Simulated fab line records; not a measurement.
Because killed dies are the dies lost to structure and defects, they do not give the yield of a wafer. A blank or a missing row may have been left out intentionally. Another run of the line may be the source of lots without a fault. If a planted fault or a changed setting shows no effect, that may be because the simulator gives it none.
Which of the tools did it?    flow n5 finfet    9 lots, 26 wafers sampled, at 5 steps of a route of 1938

== WHAT EACH GAUGE READ, for each wafer ==
N5_BEOL_M2_CD_MEAS_11: the cd target is 16.79 nm. Usual: cd nm at 16.79 nm, with a standard deviation of 0.25.
lot   measured      on         cd nm (nm)         flag
L525  day 6 14:22   cd sem-03  16.87 16.65 16.62  
L526  day 7 00:07   cd sem-03  17.38 16.91 17.32  
L527  day 7 17:30   cd sem-01  16.51 16.42        
L537  day 9 18:31   cd sem-02  16.61 16.32 17.19  
L541  day 10 22:05  cd sem-03  16.99 17.24 16.88  
L543  day 11 21:04  cd sem-01  16.65 16.56 16.38  
L544  day 12 05:05  cd sem-01  17.32 16.91 17.11  
L545  day 12 09:02  cd sem-01  17.03 16.96 16.56  
L547  day 12 20:29  cd sem-01  16.84 16.80 16.58  

N5_BEOL_M4_RC_MEAS_101. Usual: DIBL_N 36.0 mV/V, standard deviation 1.6; DIBL_P 35.8 mV/V, standard deviation 2; IOFF_N 0.152 nA/um, standard deviation 0.03; IOFF_P 0.20 nA/um, standard deviation 0.031; ION_N 670 uA/um, standard deviation 12; ION_P 459 uA/um, standard deviation 7.4; SS_N 71.5 mV/dec, standard deviation 0.56; SS_P 73.2 mV/dec, standard deviation 0.64; VT_N 251 mV, standard deviation 3.5; VT_P -252 mV, standard deviation 3.3.
lot   measured      on         DIBL_N (mV/V)   DIBL_P (mV/V)   IOFF_N (nA/um)     IOFF_P (nA/um)  ION_N (uA/um)  ION_P (uA/um)  SS_N (mV/dec)   SS_P (mV/dec)   VT_N (mV)    VT_P (mV)       flag
L525  day 9 11:49   prober-02  36.7 36.7 33.5  35.8 35.5 31.3  0.154 0.141 0.101  0.20 0.19 0.15  674 657 650    462 454 450    72.0 71.0 71.0  73.0 73.0 72.1  251 254 255  -253 -254 -256  
L526  day 9 13:56   prober-02  37.0 35.3 35.9  37.4 34.5 34.9  0.162 0.136 0.135  0.21 0.17 0.18  683 675 659    468 464 451    70.9 71.0 70.8  74.1 72.6 73.1  248 249 252  -250 -253 -255  
L527  day 9 22:49   prober-01  36.7 35.8       37.3 35.5       0.176 0.165        0.21 0.19       670 667        452 456        71.8 71.8       73.2 73.5       251 247      -251 -254       
L537  day 11 22:16  prober-02  37.8 36.2 37.5  39.2 37.3 38.8  0.176 0.152 0.176  0.22 0.19 0.21  676 668 679    456 456 458    71.8 71.5 72.1  73.7 73.2 73.5  249 251 249  -252 -254 -252  
L541  day 13 03:50  prober-02  36.2 37.3 34.6  34.5 34.6 32.2  0.148 0.146 0.120  0.18 0.17 0.16  684 674 660    464 447 449    71.2 71.6 70.6  72.7 72.7 72.4  248 254 253  -255 -255 -256  
L543  day 14 05:24  prober-02  35.8 33.6 34.9  34.9 31.3 33.4  0.155 0.109 0.135  0.19 0.14 0.17  680 653 674    462 449 463    71.8 71.5 71.9  72.8 73.0 72.8  249 257 250  -252 -256 -253  
L544  day 14 16:58  prober-02  35.5 36.1 35.4  33.7 34.1 33.8  0.136 0.144 0.135  0.21 0.21 0.20  674 661 664    473 459 459    70.9 71.4 71.3  72.8 73.5 73.4  254 251 251  -250 -246 -247  
L545  day 14 03:56  prober-02  35.4 35.7 38.8  35.1 37.0 40.0  0.126 0.139 0.190  0.16 0.18 0.23  651 671 671    441 461 449    71.2 71.3 72.2  72.9 73.1 74.8  253 253 247  -254 -252 -251  
L547  day 15 11:20  prober-02  34.3 31.8 33.2  34.4 30.1 32.1  0.129 0.087 0.113  0.17 0.11 0.14  655 632 658    454 435 449    70.4 71.7 71.2  72.7 71.6 72.2  250 259 255  -253 -261 -258  

== WHAT TOOL EACH LOT RAN ON (gives the tool, then ch and the chambers of the sampled wafers, and finally the start) ==
lot   N5_BEOL_M1_ANNEAL_51              N5_BEOL_M2_DESCUM_16                N5_BEOL_M2_ETCH_64
L525  rtp anneal-02 ch 0, day 6 12:05   rie diel-06 ch 0,2,3, day 6 14:30   rie diel-06 ch 0,2,3, day 6 14:34
L526  rtp anneal-02 ch 0, day 6 22:15   rie diel-05 ch 0,1,2, day 7 00:14   rie diel-05 ch 0,1,2, day 7 00:19
L527  rtp anneal-01 ch 0, day 7 15:13   rie diel-06 ch 2,3, day 7 17:41     rie diel-06 ch 2,3, day 7 17:46
L537  rtp anneal-01 ch 0, day 9 15:21   rie diel-06 ch 0,1, day 9 18:41     rie diel-06 ch 0,1, day 9 18:46
L541  rtp anneal-02 ch 0, day 10 18:35  rie diel-02 ch 0,1,2, day 10 22:13  rie diel-02 ch 0,1,2, day 10 22:17
L543  rtp anneal-01 ch 0, day 11 17:48  rie diel-02 ch 1,3, day 11 21:12    rie diel-02 ch 1,3, day 11 21:17
L544  rtp anneal-02 ch 0, day 12 03:14  rie diel-02 ch 0,2, day 12 05:16    rie diel-02 ch 0,2, day 12 05:21
L545  rtp anneal-02 ch 0, day 12 07:20  rie diel-05 ch 0,2,3, day 12 09:13  rie diel-05 ch 0,2,3, day 12 09:18
L547  rtp anneal-02 ch 0, day 12 17:36  rie diel-05 ch 0,1,3, day 12 20:37  rie diel-05 ch 0,1,3, day 12 20:42
- N5_BEOL_M1_ANNEAL_51: time 90 s.
- N5_BEOL_M2_DESCUM_16: chemistry O2, time 7 s.
- N5_BEOL_M2_ETCH_64: etches SOC in N2/H2, target depth 75 nm, overetch 22.5 nm, time 121.9 s.

== AS READ BY THE TOOLS THEMSELVES (means over the sampled wafers that have a number; for cases with no such wafer, the mark the record gives instead) ==
N5_BEOL_M1_ANNEAL_51. Usual: anneal temp c max 225.75, standard deviation 0.28; wafer_temp_C_max 226.20, standard deviation 0.26.
lot   tool           anneal temp c max  wafer_temp_C_max  flag
L525  rtp anneal-02  225.57             226.04            
L526  rtp anneal-02  225.34             225.93            
L527  rtp anneal-01  226.04             226.50            
L537  rtp anneal-01  225.66             226.24            
L541  rtp anneal-02  225.52             226.23            
L543  rtp anneal-01  225.83             226.07            
L544  rtp anneal-02  225.60             226.13            
L545  rtp anneal-02  225.61             226.18            
L547  rtp anneal-02  225.47             226.56            

N5_BEOL_M2_DESCUM_16. Usual: bias power w 20.00 W (standard deviation 0.062); drypump motor current A 5.7 A (standard deviation 0.43); oes product au 0.79 a.u. (standard deviation 0.096); rf vpp V 243.5 V (standard deviation 1.1); showerhead plenum p Torr 2.11 Torr (standard deviation 0.047); temp c 40.01 C (standard deviation 0.12); throttle valve pct 20.44 % (standard deviation 0.22).
lot   tool         bias power w (W)  drypump motor current A (A)  oes product au (a.u.)  rf vpp V (V)  showerhead plenum p Torr (Torr)  temp c (C)  throttle valve pct (%)  flag
L525  rie diel-06  20.01             6.0                          0.79                   243.9         2.10                             40.08       20.44                   
L526  rie diel-05  19.98             5.7                          0.72                   242.4         2.09                             40.07       20.61                   
L527  rie diel-06  20.02             6.0                          0.72                   242.4         2.08                             39.89       20.51                   
L537  rie diel-06  20.00             5.8                          0.87                   243.6         2.12                             39.96       20.26                   
L541  rie diel-02  19.96             5.3                          0.73                   243.7         2.11                             40.12       20.61                   
L543  rie diel-02  19.99             5.9                          0.81                   244.0         2.16                             40.01       20.39                   
L544  rie diel-02  19.91             5.6                          0.88                   244.8         2.13                             40.22       20.42                   
L545  rie diel-05  20.03             5.7                          0.73                   244.0         2.09                             39.96       20.55                   
L547  rie diel-05  20.01             5.7                          0.75                   243.0         2.09                             40.03       20.59                   

N5_BEOL_M2_ETCH_64. Usual: drypump motor current A 5.7 A (standard deviation 0.43); oes product au 0.60 a.u. (standard deviation 0.066); rf fwd power W 836.9 W (standard deviation 2.5); rf vpp V 524.7 V (standard deviation 1.8); showerhead plenum p Torr 2.57 Torr (standard deviation 0.057); temp c 39.98 C (standard deviation 0.11); throttle valve pct 17.81 % (standard deviation 0.18).
lot   tool         drypump motor current A (A)  oes product au (a.u.)  rf fwd power W (W)  rf vpp V (V)  showerhead plenum p Torr (Torr)  temp c (C)  throttle valve pct (%)  flag
L525  rie diel-06  6.0                          0.61                   839.1               524.1         2.54                             39.95       17.78                   
L526  rie diel-05  5.7                          0.55                   835.8               523.7         2.53                             39.97       17.93                   
L527  rie diel-06  6.0                          0.55                   837.6               523.0         2.51                             40.02       17.79                   
L537  rie diel-06  5.8                          0.66                   905.3               513.0         2.58                             39.94       17.76                   OFF
L541  rie diel-02  5.3                          0.56                   837.5               524.6         2.55                             39.98       17.93                   
L543  rie diel-02  5.9                          0.61                   839.0               526.4         2.61                             40.01       17.62                   
L544  rie diel-02  5.6                          0.65                   836.8               525.1         2.57                             40.01       17.75                   
L545  rie diel-05  5.7                          0.56                   835.2               524.2         2.54                             39.80       17.92                   
L547  rie diel-05  5.6                          0.56                   836.4               524.0         2.54                             39.93       17.99                   

== THE ANSWER, worked out from the rows above alone ==
Rule: a lot counts as off when the mean over its wafers that have a number is more than 3 standard deviations away from the usual mean. Also off: a lot with no number at a reading for which 4 or more lots have one. Where the step has rows for the other lots, those lots are counted as sound. After the gauges, taken in route order, come the tools' own readings; for these a lot's mean is taken, as printed above. The first step at which some lot is off is used, and at that step the reading that is off furthest; a lot without a number counts as furthest.
Off, at N5_BEOL_M2_ETCH_64 on rf fwd power W: L537.
If a tool, at that step or one of the process steps before it, ran each lot that is off and ran no sound lot following the first of them, it fits. One candidate fits, namely rie diel-06 at N5_BEOL_M2_DESCUM_16 and N5_BEOL_M2_ETCH_64. At N5_BEOL_M2_DESCUM_16 its last sound lot is L527 (day 7 17:41), its first lot that is off L537 (day 9 18:41): a fault that began between those two fits.

== WHAT THE SIMULATOR PUT IN ==
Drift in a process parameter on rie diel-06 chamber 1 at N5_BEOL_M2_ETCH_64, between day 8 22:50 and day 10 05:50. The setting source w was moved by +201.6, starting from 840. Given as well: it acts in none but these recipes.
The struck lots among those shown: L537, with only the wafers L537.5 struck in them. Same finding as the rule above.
